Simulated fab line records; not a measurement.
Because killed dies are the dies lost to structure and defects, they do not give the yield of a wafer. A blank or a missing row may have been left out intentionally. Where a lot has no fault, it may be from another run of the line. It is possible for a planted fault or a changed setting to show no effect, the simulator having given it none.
Split-lot trial :: flow n5Finfet :: 7 lots, 21 wafers read, on a route of 1938 steps

ABOUT THE SPLIT
At N5_MIM_TOP_ETCH_PECVD_03 (deposits SiNx from SiH4/NH3/N2, target thk 20 nm, time 17.6 s), the setting timeS was moved away from the recipe's 17.6 s on 5 of the 21 wafers read, by -7.8% to +14.0%. The other wafers ran this setting at the recipe's value.

FROM THE SPLIT TO THE READING: what the file shows between them, 4 steps
- N5_MIM_BOT_LITHO_DEVELOP_07: develop time 60 s (also split here: developTimeS)
- N5_MIM_BOT_LITHO_HARDBAKE_09: time 120 s
- N5_MIM_BOT_ETCH_ETCH_00: etches TiN in Cl2/BCl3, target depth 45.5 nm
- N5_MIM_BOT_ETCH_STRIP_01: strips in O2

THE READING
SiNx_of_MIM_TOP_ETCH_PECVD_03.thkNm (the simulator's own value, which no gauge read), in nm, at N5_MIM_BOT_ETCH_STRIP_02 (strips in post etch residue remover, time 1200 s). There is no usual value for it anywhere in the file. Across the 16 wafers here that went through the recipe, the average is 19.5 nm and the standard deviation 0.29 nm.

wafer: L076.1
tool, chamber at the split: pecvd-02, 2
timeS as run, s: 19.76
against the recipe: +12.3%
SiNx_of_MIM_TOP_ETCH_PECVD_03.thkNm, nm: 21.8
against lot-mates on the recipe: +2.2

wafer: L076.2
tool, chamber at the split: pecvd-02, 1,0
timeS as run, s: 17.6
against the recipe: recipe
SiNx_of_MIM_TOP_ETCH_PECVD_03.thkNm, nm: 19.6
against lot-mates on the recipe: -

wafer: L076.6
tool, chamber at the split: pecvd-02, 1,0
timeS as run, s: 17.6
against the recipe: recipe
SiNx_of_MIM_TOP_ETCH_PECVD_03.thkNm, nm: 19.6
against lot-mates on the recipe: -

wafer: L080.1
tool, chamber at the split: pecvd-01, 0
timeS as run, s: 17.6
against the recipe: recipe
SiNx_of_MIM_TOP_ETCH_PECVD_03.thkNm, nm: 19.4
against lot-mates on the recipe: -

wafer: L080.2
tool, chamber at the split: pecvd-01, 1
timeS as run, s: 17.6
against the recipe: recipe
SiNx_of_MIM_TOP_ETCH_PECVD_03.thkNm, nm: 19.4
against lot-mates on the recipe: -

wafer: L080.5
tool, chamber at the split: pecvd-01, 0
timeS as run, s: 17.6
against the recipe: recipe
SiNx_of_MIM_TOP_ETCH_PECVD_03.thkNm, nm: 19.8
against lot-mates on the recipe: -

wafer: L074.4
tool, chamber at the split: pecvd-01, 0
timeS as run, s: 18.61
against the recipe: +5.7%
SiNx_of_MIM_TOP_ETCH_PECVD_03.thkNm, nm: 21.4
against lot-mates on the recipe: +1.4

wafer: L074.6
tool, chamber at the split: pecvd-01, 2
timeS as run, s: 18.61
against the recipe: +5.7%
SiNx_of_MIM_TOP_ETCH_PECVD_03.thkNm, nm: 21.4
against lot-mates on the recipe: +1.4

wafer: L074.5
tool, chamber at the split: pecvd-01, 1
timeS as run, s: 17.6
against the recipe: recipe
SiNx_of_MIM_TOP_ETCH_PECVD_03.thkNm, nm: 20
against lot-mates on the recipe: -

wafer: L084.2
tool, chamber at the split: pecvd-02, 2
timeS as run, s: 17.6
against the recipe: recipe
SiNx_of_MIM_TOP_ETCH_PECVD_03.thkNm, nm: 19
against lot-mates on the recipe: -

wafer: L084.3
tool, chamber at the split: pecvd-02, 1,2
timeS as run, s: 17.6
against the recipe: recipe
SiNx_of_MIM_TOP_ETCH_PECVD_03.thkNm, nm: 19.2
against lot-mates on the recipe: -

wafer: L084.6
tool, chamber at the split: pecvd-02, 1,2
timeS as run, s: 17.6
against the recipe: recipe
SiNx_of_MIM_TOP_ETCH_PECVD_03.thkNm, nm: 19.2
against lot-mates on the recipe: -

wafer: L088.1
tool, chamber at the split: pecvd-01, 0
timeS as run, s: 17.6
against the recipe: recipe
SiNx_of_MIM_TOP_ETCH_PECVD_03.thkNm, nm: 19.8
against lot-mates on the recipe: -

wafer: L088.2
tool, chamber at the split: pecvd-01, 1
timeS as run, s: 17.6
against the recipe: recipe
SiNx_of_MIM_TOP_ETCH_PECVD_03.thkNm, nm: 19.4
against lot-mates on the recipe: -

wafer: L088.5
tool, chamber at the split: pecvd-01, 2
timeS as run, s: 17.6
against the recipe: recipe
SiNx_of_MIM_TOP_ETCH_PECVD_03.thkNm, nm: 20
against lot-mates on the recipe: -

wafer: L093.1
tool, chamber at the split: pecvd-01, 1
timeS as run, s: 16.23
against the recipe: -7.8%
SiNx_of_MIM_TOP_ETCH_PECVD_03.thkNm, nm: 18
against lot-mates on the recipe: -1.6

wafer: L093.3
tool, chamber at the split: pecvd-01, 2
timeS as run, s: 17.6
against the recipe: recipe
SiNx_of_MIM_TOP_ETCH_PECVD_03.thkNm, nm: 19.6
against lot-mates on the recipe: -

wafer: L093.6
tool, chamber at the split: pecvd-01, 0
timeS as run, s: 17.6
against the recipe: recipe
SiNx_of_MIM_TOP_ETCH_PECVD_03.thkNm, nm: 19.6
against lot-mates on the recipe: -

wafer: L097.1
tool, chamber at the split: pecvd-01, 2
timeS as run, s: 17.6
against the recipe: recipe
SiNx_of_MIM_TOP_ETCH_PECVD_03.thkNm, nm: 19.8
against lot-mates on the recipe: -

wafer: L097.2
tool, chamber at the split: pecvd-01, 0
timeS as run, s: 17.6
against the recipe: recipe
SiNx_of_MIM_TOP_ETCH_PECVD_03.thkNm, nm: 19.2
against lot-mates on the recipe: -

wafer: L097.6
tool, chamber at the split: pecvd-01, 0
timeS as run, s: 20.07
against the recipe: +14.0%
SiNx_of_MIM_TOP_ETCH_PECVD_03.thkNm, nm: 22.6
against lot-mates on the recipe: +3.1
If several chambers appear in one row, that row covers several wafers at once and the file leaves open which wafer was in which chamber.

FIT RESULTS
A straight line over all 21 wafers: SiNx_of_MIM_TOP_ETCH_PECVD_03.thkNm changes by +0.217 nm for each +1% of timeS; r = +0.95; the points scatter about the line by 0.34 nm.
The same after taking each lot's own level away (the mean of its wafers on the recipe; 21 wafers): +0.208 nm for each +1%; r = +0.98; scatter 0.2 nm.
Per that fit: largest timeS move, reading shift of 2.9 nm.
From 19.13 to 20.00 nm: that is the span of the lots' own levels, equal to 3.0 times the standard deviation above.
The two slopes agree, so the slope changes little with the lot-to-lot level.
Check: +2.81 nm against its lot-mates is what the line predicts for one of the wafers moved furthest among these (+14.0%) when that wafer is left out of the fit. It came out at +3.1 nm against them.

THESE WAFERS: OTHER SPLITS
Other splits were also applied to these wafers ahead of the reading. Each is held against what the fit with the lots' levels taken away leaves over:
other split on the same wafers: N5_BEOL_M13_COAT_04 spinRpm
wafers away from the commonest value: 8
r with SiNx_of_MIM_TOP_ETCH_PECVD_03.thkNm (lot level and that fit taken away): +0.26

other split on the same wafers: N5_BEOL_M14_ILD_DEP_00 timeS
wafers away from the commonest value: 8
r with SiNx_of_MIM_TOP_ETCH_PECVD_03.thkNm (lot level and that fit taken away): +0.02

other split on the same wafers: N5_BEOL_M14_EXPOSE_07 doseMj
wafers away from the commonest value: 6
r with SiNx_of_MIM_TOP_ETCH_PECVD_03.thkNm (lot level and that fit taken away): +0.26

other split on the same wafers: N5_MIM_BOT_LITHO_DEVELOP_07 developTimeS
wafers away from the commonest value: 10
r with SiNx_of_MIM_TOP_ETCH_PECVD_03.thkNm (lot level and that fit taken away): -0.09

THE WHOLE CHAIN: every reading that the file lists as answering this split, in the file's order
step: N5_MIM_TOP_ETCH_PECVD_03
what it does: deposits SiNx from SiH4/NH3/N2, target thk 20 nm, time 17.6 s
reading: SiNx_of_MIM_TOP_ETCH_PECVD_03.thkNm (the simulator's own value, which no gauge read)
change (the file's fit): +0.204 nm for each +1% of the setting
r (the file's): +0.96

step: N5_MIM_BOT_ETCH_STRIP_02
what it does: strips in post etch residue remover, time 1200 s
reading: SiNx_of_MIM_TOP_ETCH_PECVD_03.thkNm (the simulator's own value, which no gauge read)
change (the file's fit): +0.206 nm for each +1% of the setting
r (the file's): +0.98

THE FILE'S OWN FIT
SiNx_of_MIM_TOP_ETCH_PECVD_03.thkNm changes by +0.206 nm for each +1% of timeS, r = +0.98.
